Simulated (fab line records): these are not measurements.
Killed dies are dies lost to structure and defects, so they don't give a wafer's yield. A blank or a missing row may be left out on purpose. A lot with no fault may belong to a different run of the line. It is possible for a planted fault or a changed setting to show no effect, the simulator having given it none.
Which tool did it?	flow n5Finfet	48 wafers from 16 lots sampled at 6 of the route's 1938 steps

WHAT THE GAUGES SHOWED, per wafer
N5_BEOL_M15_RC_MEAS_101. Usual: etestTempC 25.00 C, standard deviation 0.1; COMB_M10 1.5e-11 S/m, standard deviation 3.1e-12; COMB_M11 1.52e-11 S/m, standard deviation 3e-12; COMB_M12 7e-12 S/m, standard deviation 1.4e-12; COMB_M13 5.3e-12 S/m, standard deviation 8.9e-13; COMB_M14 4.2e-12 S/m, standard deviation 7.4e-13; COMB_M15 3.1e-12 S/m, standard deviation 6.4e-13; COMB_M5 3.8e-11 S/m, standard deviation 7e-12; COMB_M5_max_site 5.4e-11 S/m, standard deviation 1.2e-11; COMB_M6 2.6e-11 S/m, standard deviation 5.6e-12; COMB_M7 2.7e-11 S/m, standard deviation 5.1e-12; COMB_M8 2.7e-11 S/m, standard deviation 5.8e-12; COMB_M9 1.43e-11 S/m, standard deviation 2.8e-12; SERP_M10 3.10 ohm/um, standard deviation 0.073; SERP_M11 3.08 ohm/um, standard deviation 0.075; SERP_M11_max_site 3.17 ohm/um, standard deviation 0.077; SERP_M12 0.638 ohm/um, standard deviation 0.014; SERP_M13 0.308 ohm/um, standard deviation 0.0047; SERP_M14 0.162 ohm/um, standard deviation 0.0031; SERP_M14_max_site 0.164 ohm/um, standard deviation 0.0031; SERP_M5 38.7 ohm/um, standard deviation 1.4; SERP_M6 14.1 ohm/um, standard deviation 0.49; SERP_M7 13.8 ohm/um, standard deviation 0.47; SERP_M8 14.0 ohm/um, standard deviation 0.54; SERP_M8_max_site 14.6 ohm/um, standard deviation 0.58; SERP_M9 3.05 ohm/um, standard deviation 0.084; SERP_M9_max_site 3.14 ohm/um, standard deviation 0.085.
lot	measured	on	etestTempC (C)	COMB_M10 (S/m)	COMB_M11 (S/m)	COMB_M12 (S/m)	COMB_M13 (S/m)	COMB_M14 (S/m)	COMB_M15 (S/m)	COMB_M5 (S/m)	COMB_M5_max_site (S/m)	COMB_M6 (S/m)	COMB_M7 (S/m)	COMB_M8 (S/m)	COMB_M9 (S/m)	SERP_M10 (ohm/um)	SERP_M11 (ohm/um)	SERP_M11_max_site (ohm/um)	SERP_M12 (ohm/um)	SERP_M13 (ohm/um)	SERP_M14 (ohm/um)	SERP_M14_max_site (ohm/um)	SERP_M5 (ohm/um)	SERP_M6 (ohm/um)	SERP_M7 (ohm/um)	SERP_M8 (ohm/um)	SERP_M8_max_site (ohm/um)	SERP_M9 (ohm/um)	SERP_M9_max_site (ohm/um)	flag
L074	day 12 02:58	prober-01	25.10 25.13 25.07	1.4e-11 1.5e-11 1.1e-11	1.41e-11 1.06e-11 1.31e-11	7.5e-12 4.2e-12 6.8e-12	5.6e-12 4.8e-12 5.6e-12	4.2e-12 4.6e-12 5.9e-12	3.4e-12 4.7e-12 3.4e-12	4.9e-11 4.4e-11 3.7e-11	7e-11 6.2e-11 5.6e-11	2.8e-11 3.7e-11 2.9e-11	1.7e-11 2.2e-11 2e-11	3.6e-11 2.5e-11 3.3e-11	1.15e-11 1.23e-11 1.26e-11	3.14 3.11 3.15	3.12 3.04 3.06	3.22 3.28 3.11	0.649 0.631 0.648	0.303 0.308 0.306	0.166 0.164 0.165	0.169 0.165 0.168	39.7 38.2 40.0	13.6 14.5 13.8	14.6 14.1 14.7	13.6 14.1 14.0	14.1 14.9 14.4	3.08 3.05 3.10	3.21 3.16 3.16	
L077	day 12 21:27	prober-02	24.97 24.92 24.98	1.7e-11 1.3e-11 1.3e-11	1.66e-11 1.51e-11 1.36e-11	7.8e-12 6.1e-12 7.2e-12	6.8e-12 6.4e-12 4.7e-12	3.9e-12 3.1e-12 3.4e-12	2e-12 2.3e-12 2.8e-12	3.9e-11 3e-11 3.9e-11	4.8e-11 4.3e-11 5e-11	2.4e-11 1.5e-11 2.4e-11	3.4e-11 2.9e-11 2.6e-11	2.3e-11 2.4e-11 1.9e-11	1.63e-11 1.54e-11 1.87e-11	3.01 3.01 3.15	3.00 3.00 3.07	3.07 3.10 3.12	0.624 0.646 0.645	0.301 0.303 0.304	0.163 0.167 0.158	0.166 0.169 0.161	38.6 36.1 38.2	14.1 14.2 14.3	13.4 13.9 14.0	13.8 13.9 14.0	14.8 14.7 14.2	3.06 2.99 3.10	3.10 3.17 3.20	
L076	day 12 21:50	prober-01	25.14 25.07 25.22	1.5e-11 1.1e-11 1.3e-11	1.24e-11 1.41e-11 1.06e-11	6e-12 8.9e-12 7.7e-12	3.6e-12 4.8e-12 5.2e-12	4.1e-12 4.7e-12 4.6e-12	3.1e-12 2.6e-12 2.8e-12	4.7e-11 3.3e-11 4.2e-11	6.4e-11 4.2e-11 5.7e-11	2.7e-11 2.9e-11 2.1e-11	2.3e-11 4.1e-11 2.6e-11	3.5e-11 3.8e-11 2.6e-11	9.7e-12 9.2e-12 9e-12	3.05 3.12 3.14	2.97 3.03 2.99	3.07 3.09 3.17	0.656 0.652 0.650	0.301 0.309 0.303	0.156 0.160 0.159	0.158 0.162 0.160	37.9 41.0 36.3	14.7 14.1 14.7	14.1 13.8 13.9	14.6 14.1 14.7	15.1 15.2 15.1	3.07 3.17 3.05	3.18 3.35 3.16	
L080	day 13 14:00	prober-01	24.91 24.85 25.01	1.5e-11 1.1e-11 1.2e-11	1.31e-11 1.3e-11 1.52e-11	6.3e-12 7.6e-12 5.6e-12	4.8e-12 4.8e-12 6.6e-12	5.2e-12 5.8e-12 6.2e-12	2.5e-12 2.4e-12 3e-12	5e-11 3.7e-11 4.1e-11	6.2e-11 7e-11 6e-11	2.7e-11 2.2e-11 3.1e-11	2.7e-11 2.5e-11 2.2e-11	2.9e-11 3.1e-11 3e-11	1.59e-11 1.31e-11 1.44e-11	3.17 3.04 3.10	3.07 2.96 3.10	3.12 3.13 3.17	0.643 0.650 0.631	0.297 0.316 0.312	0.163 0.163 0.163	0.164 0.163 0.165	38.3 37.2 38.4	14.0 14.2 13.5	13.6 14.7 14.3	15.2 14.2 15.2	15.7 15.5 15.6	2.95 2.94 2.99	3.09 3.12 3.18	
L081	day 14 02:29	prober-01	24.96 25.05 24.99	1.4e-11 2e-11 1.5e-11	1.6e-11 1.36e-11 1.62e-11	6.6e-12 4.9e-12 6.3e-12	5.7e-12 5.8e-12 5.7e-12	4.7e-12 4.8e-12 3.6e-12	4.1e-12 4.5e-12 3.3e-12	3.3e-11 5e-11 2.9e-11	4.5e-11 7.7e-11 4.7e-11	2.1e-11 2.2e-11 3.3e-11	1.8e-11 2.4e-11 2.2e-11	3.1e-11 2.4e-11 2.8e-11	1.26e-11 1.88e-11 1.35e-11	3.06 3.34 3.08	3.02 3.02 3.06	3.12 3.08 3.10	0.635 0.636 0.633	0.305 0.310 0.302	0.163 0.160 0.163	0.167 0.162 0.164	37.1 37.7 37.8	14.6 14.0 13.9	14.4 14.4 14.0	14.7 14.1 13.9	15.2 14.3 14.8	3.12 3.08 3.11	3.22 3.11 3.18	
L082	day 14 11:13	prober-01	24.98 24.98 24.94	1.2e-11 1.2e-11 1.4e-11	1.34e-11 1.24e-11 1.81e-11	6.8e-12 6.2e-12 6.1e-12	5.1e-12 4.6e-12 3.5e-12	5.3e-12 5e-12 4.4e-12	3.5e-12 3.3e-12 3e-12	3.2e-11 4e-11 3.3e-11	4.6e-11 5.9e-11 4.6e-11	2.8e-11 2.7e-11 2.3e-11	2.5e-11 2e-11 2.2e-11	2.6e-11 2.6e-11 2.2e-11	1.13e-11 1.03e-11 1.56e-11	3.12 3.12 3.17	3.04 2.95 3.14	3.12 3.01 3.22	0.620 0.619 0.625	0.305 0.305 0.303	0.163 0.160 0.165	0.165 0.163 0.168	36.8 35.7 38.2	14.7 14.1 14.3	13.5 13.8 13.3	13.2 13.3 13.2	13.7 14.0 13.5	3.12 3.18 3.18	3.21 3.20 3.22	
L083	day 15 07:35	prober-01	24.86 25.04 24.85	1.5e-11 2e-11 1.7e-11	2.11e-11 1.36e-11 1.27e-11	7.4e-12 8.2e-12 7.3e-12	5.4e-12 7.3e-12 5.7e-12	4.7e-12 4.8e-12 4.7e-12	2.3e-12 3.3e-12 3e-12	4.7e-11 3.8e-11 3.4e-11	5.9e-11 4.8e-11 4.6e-11	2.1e-11 2.3e-11 3e-11	3e-11 2.2e-11 2.3e-11	3.8e-11 2e-11 3.1e-11	1.37e-11 1.42e-11 1.4e-11	3.15 3.11 3.06	3.26 3.06 3.02	3.32 3.10 3.12	0.622 0.603 0.620	0.304 0.306 0.306	0.159 0.164 0.164	0.160 0.165 0.166	37.8 37.4 40.4	14.2 13.3 14.2	14.5 14.8 14.0	12.4 13.0 13.0	13.0 13.5 13.3	3.14 3.08 3.10	3.21 3.10 3.15	
L085	day 16 10:11	prober-01	24.87 24.78 24.97	1.9e-11 2.6e-11 2.2e-11	1.68e-11 1.39e-11 1.71e-11	9e-12 8e-12 5.5e-12	5.5e-12 5.6e-12 4.5e-12	4.2e-12 4.7e-12 3.6e-12	4.2e-12 3e-12 3.3e-12	2.6e-11 4.7e-11 5.9e-11	4.3e-11 8.6e-11 7.6e-11	2.1e-11 2.9e-11 2.5e-11	2.7e-11 3e-11 3e-11	2e-11 2.1e-11 2.5e-11	1.59e-11 1.82e-11 1.62e-11	3.19 3.22 3.12	3.00 3.14 3.08	3.07 3.19 3.18	0.650 0.634 0.632	0.307 0.307 0.309	0.163 0.163 0.164	0.165 0.164 0.166	38.1 37.1 40.1	14.2 14.1 14.5	12.8 13.3 13.1	13.4 14.0 13.4	14.0 14.6 13.9	3.05 3.09 3.09	3.08 3.20 3.19	
L089	day 16 13:19	prober-02	25.09 25.27 25.07	1.6e-11 1.5e-11 2.2e-11	1.11e-11 1.27e-11 1.25e-11	7.2e-12 6.7e-12 9.7e-12	7.1e-12 6.2e-12 5.5e-12	3.7e-12 3e-12 4.1e-12	2.7e-12 3.3e-12 2.8e-12	3.9e-11 4.9e-11 4.3e-11	5.8e-11 9e-11 6.4e-11	2.5e-11 2.3e-11 2.1e-11	2.6e-11 3.4e-11 2.1e-11	3.8e-11 2.8e-11 3e-11	1.59e-11 1.34e-11 1.38e-11	3.09 3.14 3.17	2.97 2.98 2.97	3.11 3.06 3.15	0.643 0.621 0.643	0.300 0.301 0.304	0.158 0.163 0.159	0.160 0.165 0.160	39.5 38.4 39.0	13.9 14.6 13.5	13.5 13.7 13.6	15.1 14.3 14.6	15.8 14.9 15.1	2.86 3.02 2.88	2.94 3.15 2.91	
L093	day 17 02:44	prober-02	24.81 24.79 24.95	1.5e-11 1.1e-11 1.5e-11	1.75e-11 1.24e-11 1.7e-11	7.3e-12 9.8e-12 8.3e-12	5.8e-12 5.4e-12 4.5e-12	3.9e-12 2.9e-12 3.2e-12	2.5e-12 2.4e-12 2.9e-12	5.1e-11 3.7e-11 4.7e-11	5.9e-11 6.3e-11 7.8e-11	2.3e-11 2.2e-11 1.9e-11	2.5e-11 3.2e-11 2.4e-11	2.5e-11 3.2e-11 2.2e-11	1.55e-11 1.78e-11 1.61e-11	3.21 3.25 3.18	3.10 3.14 3.14	3.16 3.23 3.25	0.618 0.626 0.640	0.306 0.312 0.314	0.162 0.158 0.167	0.164 0.160 0.170	38.5 37.6 38.5	13.9 13.9 14.2	14.4 14.2 14.8	14.0 13.9 14.3	14.6 14.9 14.7	2.90 3.05 2.94	2.98 3.11 3.08	
L090	day 17 07:24	prober-02	25.09 25.13 25.15	2.1e-11 1.6e-11 1.5e-11	1.86e-11 1.6e-11 1.09e-11	4.7e-12 7.1e-12 5.8e-12	6.1e-12 4.9e-12 6.4e-12	3.9e-12 3.7e-12 5.2e-12	1.9e-12 2.6e-12 2.4e-12	3.8e-11 3.6e-11 3.1e-11	4.9e-11 5.7e-11 6e-11	2.2e-11 3.3e-11 1.9e-11	2.1e-11 2.5e-11 2.1e-11	3.2e-11 3.2e-11 2e-11	2.23e-11 1.81e-11 1.67e-11	3.12 3.08 3.05	2.99 3.02 3.03	3.16 3.14 3.16	0.644 0.632 0.622	0.312 0.301 0.310	0.167 0.162 0.160	0.168 0.164 0.161	40.9 40.1 39.9	15.4 14.5 14.5	14.3 13.6 14.0	13.4 14.1 13.6	13.6 14.7 14.3	3.04 3.02 3.00	3.27 3.20 3.17	
L091	day 17 17:28	prober-02	25.08 25.07 25.11	1.7e-11 1e-11 1.5e-11	1.8e-11 1.78e-11 1.44e-11	8.2e-12 9.3e-12 1.03e-11	4.5e-12 6.4e-12 4.6e-12	3.8e-12 3.8e-12 3.9e-12	2e-12 1.9e-12 2e-12	4.3e-11 3.5e-11 3.3e-11	6.8e-11 7.1e-11 4.8e-11	5e-11 2.2e-11 3.9e-11	2.6e-11 2.4e-11 2.3e-11	2.5e-11 2.6e-11 2.7e-11	1.92e-11 1.37e-11 1.85e-11	3.08 3.10 3.05	3.11 3.12 3.05	3.14 3.27 3.18	0.656 0.642 0.645	0.307 0.297 0.311	0.164 0.159 0.159	0.165 0.162 0.161	38.8 39.2 38.2	14.4 13.5 14.5	13.4 14.0 13.5	14.3 14.1 14.1	14.9 14.7 15.0	3.14 3.03 3.12	3.20 3.08 3.18	
L094	day 17 21:53	prober-02	24.95 25.15 24.97	1.3e-11 1.5e-11 1.5e-11	1.86e-11 1.55e-11 1.57e-11	5.6e-12 6.4e-12 8.5e-12	6.9e-12 5.8e-12 5.5e-12	3.1e-12 4.3e-12 4.2e-12	2.1e-12 2.6e-12 3.4e-12	3.9e-11 3.8e-11 3.1e-11	4.8e-11 4.5e-11 5.7e-11	2.4e-11 2.7e-11 2.6e-11	2.4e-11 2.9e-11 3.8e-11	2.5e-11 2.6e-11 3.2e-11	1.43e-11 1.17e-11 1.56e-11	3.11 3.11 3.06	3.13 3.00 2.92	3.24 3.08 2.96	0.649 0.659 0.659	0.309 0.311 0.315	0.157 0.164 0.162	0.159 0.166 0.165	38.8 39.2 38.0	12.7 13.5 13.8	14.1 13.6 13.7	13.8 13.5 14.3	14.3 13.9 14.7	2.99 2.93 3.00	3.06 3.09 3.06	
L095	day 17 22:06	prober-01	24.83 24.93 25.02	1.1e-11 1.4e-11 1.3e-11	1.57e-11 1.41e-11 1.71e-11	7.9e-12 5.9e-12 7.4e-12	4e-12 5.6e-12 4.9e-12	4.2e-12 5.3e-12 4.5e-12	3.1e-12 3.4e-12 3.8e-12	2.6e-11 3.9e-11 2.4e-11	4.4e-11 4.8e-11 4.4e-11	2.4e-11 2.6e-11 2.4e-11	2.8e-11 2.4e-11 2.4e-11	3.4e-11 4.2e-11 2.1e-11	1.1e-11 1.16e-11 1.27e-11	3.08 3.14 2.97	3.11 3.06 3.18	3.18 3.15 3.25	0.615 0.638 0.609	0.314 0.303 0.310	0.166 0.164 0.162	0.169 0.164 0.163	36.9 39.4 36.6	14.4 14.2 14.0	13.4 13.9 13.2	13.5 14.4 13.8	14.0 14.7 14.3	3.15 3.17 3.08	3.24 3.21 3.18	
L092	day 17 23:08	prober-02	24.97 24.86 25.10	1.9e-11 1.5e-11 1.4e-11	1.75e-11 1.46e-11 1.54e-11	8.2e-12 7.6e-12 6.9e-12	4.3e-12 4.5e-12 3.4e-12	3.4e-12 3e-12 2.8e-12	2.4e-12 3.3e-12 3.1e-12	3.4e-11 3.4e-11 3e-11	6.5e-11 5.7e-11 4.4e-11	3.7e-11 2.5e-11 2.2e-11	2.4e-11 2.1e-11 2.7e-11	2.5e-11 2.9e-11 3.4e-11	1.37e-11 1.31e-11 1.39e-11	3.24 3.17 3.08	3.09 3.16 3.07	3.21 3.26 3.12	0.635 0.635 0.633	0.307 0.310 0.305	0.156 0.166 0.160	0.159 0.167 0.162	39.1 39.1 38.0	14.0 14.3 13.2	13.7 13.5 14.3	13.7 14.0 14.0	14.1 14.5 14.4	3.01 2.94 2.98	3.10 3.00 3.02	
L097	day 18 06:47	prober-02	24.94 24.98 24.74	1.5e-11 1.3e-11 1.8e-11	1.27e-11 1.5e-11 1.44e-11	7.5e-12 5.5e-12 5e-12	4.1e-12 4.7e-12 3.7e-12	4.6e-12 3.7e-12 3.4e-12	2.6e-12 3e-12 2e-12	4.2e-11 4e-11 3e-11	5.6e-11 5.7e-11 3.8e-11	2.4e-11 2.3e-11 2.6e-11	3.5e-11 3.4e-11 2.9e-11	2.2e-11 2.5e-11 1.9e-11	1.25e-11 8.1e-12 1.48e-11	3.17 2.97 3.11	3.18 3.10 3.04	3.30 3.23 3.15	0.628 0.630 0.645	0.314 0.309 0.310	0.162 0.163 0.165	0.164 0.163 0.166	37.8 38.0 37.9	14.0 13.3 14.0	13.9 13.6 13.7	14.2 13.7 14.1	14.5 14.2 14.5	3.01 3.03 2.99	3.06 3.17 3.06	

N5_MIM_BOT_LITHO_OVL_MEAS_11. Usual: MIM_BOT_OVL 2 nm, standard deviation 4.5.
lot	measured	on	MIM_BOT_OVL (nm)	flag
L074	day 12 08:05	overlay-02	3 1 4	
L077	day 13 03:54	overlay-02	-4 -2 -1	
L076	day 13 04:52	overlay-02	7 13 3	
L080	day 13 20:39	overlay-01	-9 1 6	
L081	day 14 08:01	overlay-02	-4 4 1	
L082	day 14 17:08	overlay-01	5 7 1	
L083	day 15 12:09	overlay-02	-4 -8 -1	
L085	day 16 14:28	overlay-01	4 4 8	
L089	day 16 17:22	overlay-01	1 2 4	
L093	day 17 08:11	overlay-01	9 10 11	
L090	day 17 12:44	overlay-02	2 7 4	
L091	day 17 22:20	overlay-02	14 1 7	
L094	day 18 01:47	overlay-02	-2 -6 7	
L095	day 18 04:45	overlay-01	2 1 -3	
L092	day 18 04:07	overlay-01	-5 0 -3	
L097	day 18 11:16	overlay-01	1 3 -1	

TOOL THAT RAN EACH LOT (tool first, then ch and the chambers of the sampled wafers, then the start)
lot	N5_BEOL_M15_PRE_CLEAN_42	N5_BEOL_M15_SPUTTER_44	N5_BEOL_M15_SPUTTER_45	N5_MIM_TOP_ETCH_STRIP_01
L074	pvdSputter-01, day 12 01:38	pvdSputter-01, day 12 01:46	pvdSputter-01, day 12 01:50	rieDiel-04 ch 1,2, day 12 07:31
L077	pvdSputter-01, day 12 19:58	pvdSputter-01, day 12 20:05	pvdSputter-01, day 12 20:10	rieDiel-04 ch 1,2, day 13 03:20
L076	pvdSputter-01, day 12 20:17	pvdSputter-01, day 12 20:24	pvdSputter-01, day 12 20:29	rieDiel-02 ch 1,2,3, day 13 04:16
L080	pvdSputter-02, day 13 12:31	pvdSputter-02, day 13 12:38	pvdSputter-02, day 13 12:43	rieDiel-02 ch 0,1,3, day 13 20:12
L081	pvdSputter-02, day 14 00:27	pvdSputter-02, day 14 00:34	pvdSputter-02, day 14 00:39	rieDiel-04 ch 2,3, day 14 07:33
L082	pvdSputter-03, day 14 09:44	pvdSputter-03, day 14 09:51	pvdSputter-03, day 14 09:56	rieDiel-04 ch 1,2, day 14 16:33
L083	pvdSputter-02, day 15 06:08	pvdSputter-02, day 15 06:15	pvdSputter-02, day 15 06:20	rieDiel-06 ch 0,1,3, day 15 11:33
L085	pvdSputter-03, day 16 08:52	pvdSputter-03, day 16 08:59	pvdSputter-03, day 16 09:04	rieDiel-06 ch 1,2,3, day 16 13:59
L089	pvdSputter-03, day 16 11:59	pvdSputter-03, day 16 12:06	pvdSputter-03, day 16 12:11	rieDiel-04 ch 0,3, day 16 16:55
L093	pvdSputter-01, day 17 01:24	pvdSputter-01, day 17 01:31	pvdSputter-01, day 17 01:36	rieDiel-04 ch 0,1, day 17 07:44
L090	pvdSputter-02, day 17 05:57	pvdSputter-02, day 17 06:04	pvdSputter-02, day 17 06:09	rieDiel-04 ch 0,1, day 17 12:17
L091	pvdSputter-02, day 17 15:59	pvdSputter-02, day 17 16:06	pvdSputter-02, day 17 16:11	rieDiel-04 ch 0,1, day 17 21:52
L094	pvdSputter-03, day 17 20:32	pvdSputter-03, day 17 20:39	pvdSputter-03, day 17 20:44	rieDiel-06 ch 1,2,3, day 18 01:20
L095	pvdSputter-01, day 17 20:35	pvdSputter-01, day 17 20:42	pvdSputter-01, day 17 20:47	rieDiel-06 ch 0,1,2, day 18 04:18
L092	pvdSputter-02, day 17 21:21	pvdSputter-02, day 17 21:28	pvdSputter-02, day 17 21:33	rieDiel-06 ch 1,2,3, day 18 03:40
L097	pvdSputter-01, day 18 05:28	pvdSputter-01, day 18 05:35	pvdSputter-01, day 18 05:40	rieDiel-04 ch 0,2,3, day 18 10:49
- N5_BEOL_M15_PRE_CLEAN_42: time 30 s.
- N5_BEOL_M15_SPUTTER_44: material Ta, target thk 15 nm, time 24.19 s.
- N5_BEOL_M15_SPUTTER_45: material Cu, target thk 100 nm, time 16.67 s.
- N5_MIM_TOP_ETCH_STRIP_01: strips in O2.

AS READ BY THE TOOLS THEMSELVES (means over the sampled wafers that have a number; for cases with no such wafer, the mark the record gives instead)
N5_BEOL_M15_PRE_CLEAN_42. Usual: heaterPowerW reads 459 W (standard deviation 35).
lot	tool	heaterPowerW (W)	flag
L074	pvdSputter-01	456	
L077	pvdSputter-01	476	
L076	pvdSputter-01	484	
L080	pvdSputter-02	483	
L081	pvdSputter-02	464	
L082	pvdSputter-03	443	
L083	pvdSputter-02	457	
L085	pvdSputter-03	465	
L089	pvdSputter-03	452	
L093	pvdSputter-01	464	
L090	pvdSputter-02	423	
L091	pvdSputter-02	437	
L094	pvdSputter-03	458	
L095	pvdSputter-01	459	
L092	pvdSputter-02	458	
L097	pvdSputter-01	460	

N5_BEOL_M15_SPUTTER_44. Usual: biasV 80.1 V, standard deviation 0.82; throttleValvePct 29.7 %, standard deviation 0.99.
lot	tool	biasV (V)	throttleValvePct (%)	flag
L074	pvdSputter-01	79.2	30.1	
L077	pvdSputter-01	80.7	29.2	
L076	pvdSputter-01	79.8	30.2	
L080	pvdSputter-02	80.0	30.0	
L081	pvdSputter-02	80.0	29.7	
L082	pvdSputter-03	79.5	29.8	
L083	pvdSputter-02	79.8	30.4	
L085	pvdSputter-03	79.9	29.8	
L089	pvdSputter-03	79.3	29.3	
L093	pvdSputter-01	80.5	30.2	
L090	pvdSputter-02	80.1	30.4	
L091	pvdSputter-02	81.0	30.1	
L094	pvdSputter-03	79.8	29.9	
L095	pvdSputter-01	80.5	29.1	
L092	pvdSputter-02	80.2	29.8	
L097	pvdSputter-01	79.7	30.0	

N5_BEOL_M15_SPUTTER_45. Usual: biasV 59.9 V, standard deviation 0.65; chuckGasFlowSccm 1.26 sccm, standard deviation 0.055; throttleValvePct 29.7 %, standard deviation 0.98.
lot	tool	biasV (V)	chuckGasFlowSccm (sccm)	throttleValvePct (%)	flag
L074	pvdSputter-01	59.7	1.30	30.2	
L077	pvdSputter-01	59.1	1.25	29.3	
L076	pvdSputter-01	59.2	1.22	30.3	
L080	pvdSputter-02	60.4	1.25	29.8	
L081	pvdSputter-02	60.1	1.23	29.8	
L082	pvdSputter-03	60.0	1.22	29.9	
L083	pvdSputter-02	59.2	1.24	30.2	
L085	pvdSputter-03	60.1	1.24	29.9	
L089	pvdSputter-03	60.1	1.27	29.2	
L093	pvdSputter-01	60.0	1.22	30.2	
L090	pvdSputter-02	60.5	1.32	30.4	
L091	pvdSputter-02	60.0	1.27	30.0	
L094	pvdSputter-03	60.6	1.25	29.9	
L095	pvdSputter-01	60.1	1.28	29.2	
L092	pvdSputter-02	60.4	1.28	29.9	
L097	pvdSputter-01	59.5	1.22	30.2	

N5_MIM_TOP_ETCH_STRIP_01. Usual: drypumpMotorCurrentA 5.4 A, standard deviation 0.33; oesProductAu 0.81 a.u., standard deviation 0.078; rfVppV 3.7 V, standard deviation 1.3; showerheadPlenumPTorr 2.10 Torr, standard deviation 0.079; tempC 59.99 C, standard deviation 0.13; throttleValvePct 16.65 %, standard deviation 0.2.
lot	tool	drypumpMotorCurrentA (A)	oesProductAu (a.u.)	rfVppV (V)	showerheadPlenumPTorr (Torr)	tempC (C)	throttleValvePct (%)	flag
L074	rieDiel-04	5.6	0.87	4.3	2.19	60.09	16.59	
L077	rieDiel-04	5.6	0.85	4.0	2.19	60.10	16.61	
L076	rieDiel-02	5.7	0.77	3.6	2.09	59.93	16.52	
L080	rieDiel-02	5.5	0.78	4.0	2.07	60.17	16.53	
L081	rieDiel-04	5.7	0.86	2.8	2.10	59.95	16.50	
L082	rieDiel-04	5.6	0.85	2.6	2.18	59.99	16.63	
L083	rieDiel-06	5.4	0.76	3.1	2.10	59.98	16.89	
L085	rieDiel-06	5.4	0.81	2.7	2.14	60.01	16.74	
L089	rieDiel-04	5.3	0.85	3.9	2.04	60.01	16.66	
L093	rieDiel-04	5.1	0.77	4.3	2.07	59.96	16.66	
L090	rieDiel-04	5.1	0.75	3.9	2.07	59.89	16.59	
L091	rieDiel-04	5.2	0.76	3.6	2.07	60.02	16.63	
L094	rieDiel-06	5.4	0.80	4.1	2.14	60.07	16.72	
L095	rieDiel-06	5.2	0.77	3.4	2.16	59.98	16.94	
L092	rieDiel-06	5.4	0.80	4.4	2.14	60.05	16.76	
L097	rieDiel-04	5.5	0.83	3.1	2.09	59.90	16.67	

THE ANSWER, worked out from the rows above alone
Rule: a lot is off if the mean of its wafers that have a number lies more than 3 standard deviations from the usual mean. Also off: a lot with no number at a reading for which 4 or more lots have one. All remaining lots with rows at the step are treated as sound. First the gauges in route order, then the tools' own readings, where a lot's mean is used as printed above. The first step at which some lot is off is used, and at that step the reading that is off furthest; a lot without a number counts as furthest.
No lot is off on any of the readings shown, so nothing can be concluded from this.

WHAT HAD BEEN PUT IN BY THE SIMULATOR
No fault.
